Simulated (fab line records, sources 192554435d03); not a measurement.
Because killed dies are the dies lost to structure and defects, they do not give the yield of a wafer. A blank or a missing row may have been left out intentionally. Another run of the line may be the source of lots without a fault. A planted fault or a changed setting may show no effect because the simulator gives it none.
Split-lot trial	flow n5-finfet	21 wafers read from 7 lots, route of 1938 steps

## ON THE SPLIT
At N5_DUMMY_GATE_COAT_34 (time 60 s, resist thk 60 nm), the setting spin-rpm was moved away from the recipe's 1500 rpm on 6 of the 21 wafers read, by +7.9% to +10.0%. The other wafers ran this setting at the recipe's value.

## FROM THE SPLIT TO THE READING: what the file shows between them, 5 steps
- N5_DUMMY_GATE_COAT_28: time 60 s, resist thk 10 nm (also split here: spin-rpm)
- N5_DUMMY_GATE_COAT_09: resist thk 30 nm
- N5_DUMMY_GATE_EBR_11
- N5_DUMMY_GATE_ETCH_29: etches underlayer in N2/H2, target depth 13 nm
- N5_DUMMY_GATE_ETCH_36: etches SiARC in CF4, target depth 13 nm

## THE READING
etch.depth-nm (the simulator's own value, which no gauge read), in nm, at N5_DUMMY_GATE_ETCH_37 (etches SOC in N2/H2, target depth 60 nm, overetch 30 nm). No usual value for it is given in the file. The 15 wafers here that ran the recipe average 60.08 nm, standard deviation 0.16 nm.

wafer	tool, chamber at the split	spin-rpm as run, rpm	against the recipe	etch.depth-nm, nm	against lot-mates on the recipe
L074.1	litho-track-02, 0	1500	recipe	59.84	-
L074.4	litho-track-02, 0	1500	recipe	59.95	-
L074.5	litho-track-02, 0	1650	+10.0%	57.08	-2.82
L080.1	litho-track-01, 0	1500	recipe	59.82	-
L080.3	litho-track-01, 0	1620	+8.0%	57.62	-2.20
L080.6	litho-track-01, 0	1620	+8.0%	57.57	-2.25
L084.1	litho-track-01, 0	1500	recipe	59.95	-
L084.2	litho-track-01, 0	1500	recipe	60.04	-
L084.3	litho-track-01, 0	1500	recipe	59.85	-
L087.2	litho-track-03, 0	1500	recipe	60.24	-
L087.3	litho-track-03, 0	1619	+7.9%	57.92	-2.32
L087.6	litho-track-03, 0	1619	+7.9%	58.05	-2.19
L091.1	litho-track-02, 0	1500	recipe	60.38	-
L091.4	litho-track-02, 0	1625	+8.3%	57.8	-2.54
L091.5	litho-track-02, 0	1500	recipe	60.3	-
L094.1	litho-track-01, 0	1500	recipe	60.07	-
L094.3	litho-track-01, 0	1500	recipe	60.1	-
L094.5	litho-track-01, 0	1500	recipe	60.13	-
L095.3	litho-track-03, 0	1500	recipe	60.16	-
L095.4	litho-track-03, 0	1500	recipe	60.11	-
L095.6	litho-track-03, 0	1500	recipe	60.19	-

FIT RESULTS
A straight line over all 21 wafers: etch.depth-nm changes by -0.288 nm for each +1% of spin-rpm; r = -0.99; the points scatter about the line by 0.17 nm.
The same after taking each lot's own level away (the mean of its wafers on the recipe; 21 wafers): -0.285 nm for each +1%; r = -1.00; scatter 0.064 nm.
Per that fit: largest spin-rpm move, reading shift of 2.9 nm.
The span of the lots' own levels, 59.820 to 60.340 nm, comes to 3.2 times the standard deviation stated above.
Hence the lot-to-lot level has little effect on the slope; both slopes agree.
Check: with one of the wafers moved furthest among these (+10.0%) left out of the fit, the line predicts -2.86 nm for it against its lot-mates. Against them it came out at -2.82 nm.

## OTHER SPLITS APPLIED TO THESE WAFERS
Before the reading, these wafers also passed through other splits. Each is held against what the fit with the lots' levels taken away leaves over:
other split on the same wafers	wafers away from the commonest value	r with etch.depth-nm (lot level and that fit taken away)
N5_ZERO_LAYER_ETCH_18 icp-w	9	-0.19
N5_WELL_APT_EXPOSE_05 dose-mj	9	+0.07
N5_FIN_SAQP_PEB_14 peb-time-s	7	-0.15
N5_FIN_SAQP_DEVELOP_15 develop-time-s	7	+0.11
N5_FIN_CUT_EXPOSE_05 dose-mj	10	-0.51
N5_FIN_CUT_ETCH_21 time-s	9	+0.18
N5_DUMMY_GATE_COAT_28 spin-rpm	9	+0.12

## THE WHOLE CHAIN: every reading that the file lists as answering this split, in the file's order
step	what it does	reading	change (the file's fit)	r (the file's)
N5_DUMMY_GATE_COAT_34	time 60 s, resist thk 60 nm	SOC_of_DUMMY_GATE_COAT_34.thk-nm (the simulator's own value, which no gauge read)	-0.289 nm for each +1% of the setting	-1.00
N5_DUMMY_GATE_ETCH_37	etches SOC in N2/H2, target depth 60 nm, overetch 30 nm	etch.depth-nm (the simulator's own value, which no gauge read)	-0.287 nm for each +1% of the setting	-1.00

## FILE'S OWN FIT
etch.depth-nm changes by -0.287 nm for each +1% of spin-rpm, r = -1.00.
